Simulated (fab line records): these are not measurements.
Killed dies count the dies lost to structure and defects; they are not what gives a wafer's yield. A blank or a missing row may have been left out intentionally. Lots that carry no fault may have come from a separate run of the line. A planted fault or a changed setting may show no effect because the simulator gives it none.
Which of the tools did it?	flow nand_harc	Sampling: 11 lots, 33 wafers, 6 of 1302 route steps

== WHAT THE GAUGES SHOWED, per wafer ==
NHARC_A_BONDPAD_OVL_MEAS_35.
lot	measured	on	overlay_x_nm (nm)	overlay_y_nm (nm)
L145	day 23 01:40	overlay-01	-3 -3 -3	5 5 5
L148	day 24 18:52	overlay-02	7 8 7	3 3 3
L150	day 25 10:00	overlay-01	3 3 3	-12 -11 -12
L153	day 26 13:11	overlay-02	-16 -15 -16	6 6 6
L151	day 26 16:56	overlay-01	3 3 3	-7 -7 -7
L154	day 26 22:11	overlay-01	1 0 0	6 7 6
L156	day 28 02:58	overlay-01	8 8 8	9 9 9
L160	day 29 12:41	overlay-02	-1 -2 -2	6 6 6
L167	day 32 02:55	overlay-01	11 10 10	10 10 10
L166	day 32 08:19	overlay-02	-5 -6 -6	-16 -16 -16
L168	day 32 18:18	overlay-01	1 2 1	-2 -2 -3

NHARC_A_BONDPAD_THK_MEAS_20: measures by xrf.
lot	measured	on	thk_nm (nm)
L145	day 23 04:10	film_metro-01	169.0 168.2 169.2
L148	day 24 21:21	film_metro-01	166.5 170.5 168.3
L150	day 25 12:32	film_metro-02	170.0 169.5 171.7
L153	day 26 15:40	film_metro-02	170.3 171.7 171.5
L151	day 26 19:24	film_metro-02	171.1 171.2 169.6
L154	day 27 00:40	film_metro-01	169.6 171.1 169.0
L156	day 28 05:34	film_metro-02	116.8 114.4 115.5
L160	day 29 15:08	film_metro-02	122.0 119.4 116.6
L167	day 32 05:30	film_metro-02	171.6 169.7 170.3
L166	day 32 10:52	film_metro-02	169.6 170.3 169.7
L168	day 32 21:08	film_metro-02	172.0 170.7 168.7

NHARC_END_SORT_01.
lot	measured	on	defect_limited_yield (%)	killed_at_array	killed_at_other	killed_at_periphery	killed_dies	killed_open	killed_short
L148	day 26 01:07	prober-02	92.6 92.3 93.9	48 48 40	0 0 0	2 4 1	50 52 41	6 0 0	2 1 1
L153	day 27 23:36	prober-01	91.6 88.5 89.4	48 69 65	1 0 0	8 9 7	57 78 72	2 7 7	2 3 3
L156	day 29 11:07	prober-01	0 0 0	675 673 676	0 0 0	2 4 1	677 677 677	1 0 1	3 3 2
L160	day 30 19:26	prober-01	0 0 0	673 672 671	3 4 3	1 1 3	677 677 677	0 0 4	1 3 3
L167	day 33 07:13	prober-01	92.5 90.7 92.6	40 58 44	4 0 1	7 5 5	51 63 50	2 2 2	5 8 1
L166	day 33 15:49	prober-02	90.5 89.2 87.3	62 71 79	0 1 3	2 1 4	64 73 86	2 6 3	1 2 2

== WHAT TOOL EACH LOT RAN ON (gives the tool, then ch and the chambers of the sampled wafers, and finally the start) ==
lot	NHARC_A_BONDPAD_ETCH_12	NHARC_A_BONDPAD_ETCH_24	NHARC_A_BONDPAD_ECD_18
L145	rie_diel-01 ch 0,1,2, day 23 03:10 or earlier	rie_diel-07 ch 2,3, day 23 03:10 or earlier	ecd_cu-01 ch 0,1, day 23 03:10
L148	rie_diel-07 ch 0,1,2, day 24 20:21 or earlier	rie_diel-11 ch 0,1, day 24 20:21 or earlier	ecd_cu-01 ch 0,1, day 24 20:21
L150	rie_diel-07 ch 0,1,3, day 25 11:35 or earlier	rie_diel-11 ch 0,3, day 25 11:35 or earlier	ecd_cu-02 ch 0,1, day 25 11:35
L153	rie_diel-07 ch 1,3, day 26 14:43 or earlier	rie_diel-07 ch 0,1,3, day 26 14:43 or earlier	ecd_cu-02 ch 0,1, day 26 14:43
L151	rie_diel-07 ch 0,2,3, day 26 18:28 or earlier	rie_diel-07 ch 0,2,3, day 26 18:28 or earlier	ecd_cu-01 ch 0,1, day 26 18:28
L154	rie_diel-07 ch 2,3, day 26 23:36 or earlier	rie_diel-01 ch 1,2,3, day 26 23:36 or earlier	ecd_cu-02 ch 0, day 26 23:36
L156	rie_diel-01 ch 1,2,3, day 28 04:30 or earlier	rie_diel-01 ch 0,1,2, day 28 04:30 or earlier	ecd_cu-02 ch 0,1, day 28 04:30
L160	rie_diel-07 ch 0,2,3, day 29 14:12 or earlier	rie_diel-07 ch 0,2, day 29 14:12 or earlier	ecd_cu-02 ch 0,1, day 29 14:12
L167	rie_diel-07 ch 1,2, day 32 03:40 or earlier	rie_diel-07 ch 1,3, day 32 03:40	ecd_cu-02 ch 0,1, day 32 04:25
L166	rie_diel-07 ch 1,2, day 32 09:04 or earlier	rie_diel-07 ch 1,2, day 32 09:04	ecd_cu-01 ch 0,1, day 32 09:50
L168	rie_diel-07 ch 2,3, day 32 19:04 or earlier	rie_diel-07 ch 1,2, day 32 19:04	ecd_cu-01 ch 0,1, day 32 20:05
- NHARC_A_BONDPAD_ETCH_12: etches the open film in CHF3/O2, target depth 220 nm, time 110 s.
- NHARC_A_BONDPAD_ETCH_24: etches the open film in CF4/N2, target depth 30 nm, time 72.99 s.
- NHARC_A_BONDPAD_ECD_18: material Cu, target thk 400 nm.

== AS READ BY THE TOOLS THEMSELVES (means over the sampled wafers that have a number; for cases with no such wafer, the mark the record gives instead) ==
NHARC_A_BONDPAD_ETCH_12.
lot	tool	bias_w (W)	drypump_motor_current_A (A)	oes_product_au (a.u.)	rf_vpp_V (V)	showerhead_plenum_p_Torr (Torr)	throttle_valve_pct (%)
L145	rie_diel-01	199.9	5.3	0.988	371.4	2.43	20.566
L148	rie_diel-07	200.7	6.1	0.982	371.2	2.42	20.565
L150	rie_diel-07	199.6	6.0	0.966	370.1	2.37	20.574
L153	rie_diel-07	200.4	6.2	0.969	370.6	2.39	20.573
L151	rie_diel-07	199.5	5.9	0.938	370.7	2.43	20.572
L154	rie_diel-07	201.1	6.0	0.926	371.4	2.46	20.576
L156	rie_diel-01	200.0	5.4	0.938	370.6	2.43	20.564
L160	rie_diel-07	200.5	5.9	0.956	370.9	2.43	20.565
L167	rie_diel-07	200.2	6.2	0.963	371.1	2.44	20.581
L166	rie_diel-07	200.0	6.1	0.929	373.5	2.51	20.579
L168	rie_diel-07	199.8	6.0	0.949	373.1	2.52	20.574

NHARC_A_BONDPAD_ETCH_24.
lot	tool	bias_w (W)	cf4_flow_sccm (sccm)	drypump_motor_current_A (A)	oes_product_au (a.u.)	rf_vpp_V (V)	showerhead_plenum_p_Torr (Torr)	throttle_valve_pct (%)
L145	rie_diel-07	100.1	50.08	6.0	0.997	317.1	2.75	19.792
L148	rie_diel-11	99.8	49.92	6.1	0.977	312.1	2.55	19.794
L150	rie_diel-11	100.2	50.07	5.7	0.994	315.6	2.71	19.786
L153	rie_diel-07	100.0	49.92	6.0	1.002	313.5	2.59	19.801
L151	rie_diel-07	100.0	50.02	5.9	0.992	315.4	2.65	19.787
L154	rie_diel-01	100.2	50.04	5.4	1.016	313.9	2.65	19.791
L156	rie_diel-01	100.2	49.86	5.3	1.001	314.2	2.64	19.795
L160	rie_diel-07	100.4	50.00	6.0	1.004	315.6	2.71	19.790
L167	rie_diel-07	100.2	49.89	6.0	1.002	313.9	2.62	19.792
L166	rie_diel-07	99.9	49.87	6.2	1.004	315.1	2.67	19.796
L168	rie_diel-07	99.9	49.84	6.2	1.003	314.5	2.67	19.778

== THE ANSWER, worked out from the rows above alone ==
Rule: what is usual is taken from the lots themselves. Put in order of their means at a reading, lots are off if they are a third of the lots or fewer, leave a main group of 4 or more, and stand apart from it by a gap of 3 or more times the standard deviation of the main group's means; of several such gaps the widest counts. A main group whose means are all the same, to the digits that the tables above print for the reading, isn't used. Also off: a lot with no number at a reading for which 4 or more lots have one. Any other lot the step has rows for is counted as sound. After the gauges, taken in route order, come the tools' own readings; for these a lot's mean is taken, as printed above. At the first step where some lot is off, the reading lying furthest off is the one used; lots without a number count as furthest.
Off: L156, L160, at NHARC_A_BONDPAD_THK_MEAS_20 (thk_nm). The main group has a mean of 170.0 nm with a standard deviation of 0.84.
A tool fits if, at a process step before that reading, it ran every lot that is off, and no sound lot after the first of them. Not tried: the gauges at NHARC_A_BONDPAD_THK_MEAS_20; whatever is off there is also off at NHARC_END_SORT_01, on other tools, and gauge error can't account for it. NHARC_A_BONDPAD_ETCH_12: start missing for some lots; hours and lot order therefore follow NHARC_A_BONDPAD_ECD_18. NHARC_A_BONDPAD_ETCH_24: start missing for some lots; hours and lot order therefore follow NHARC_A_BONDPAD_ECD_18. Of those tried, none fits.

== WHAT THE SIMULATOR HAD PUT IN ==
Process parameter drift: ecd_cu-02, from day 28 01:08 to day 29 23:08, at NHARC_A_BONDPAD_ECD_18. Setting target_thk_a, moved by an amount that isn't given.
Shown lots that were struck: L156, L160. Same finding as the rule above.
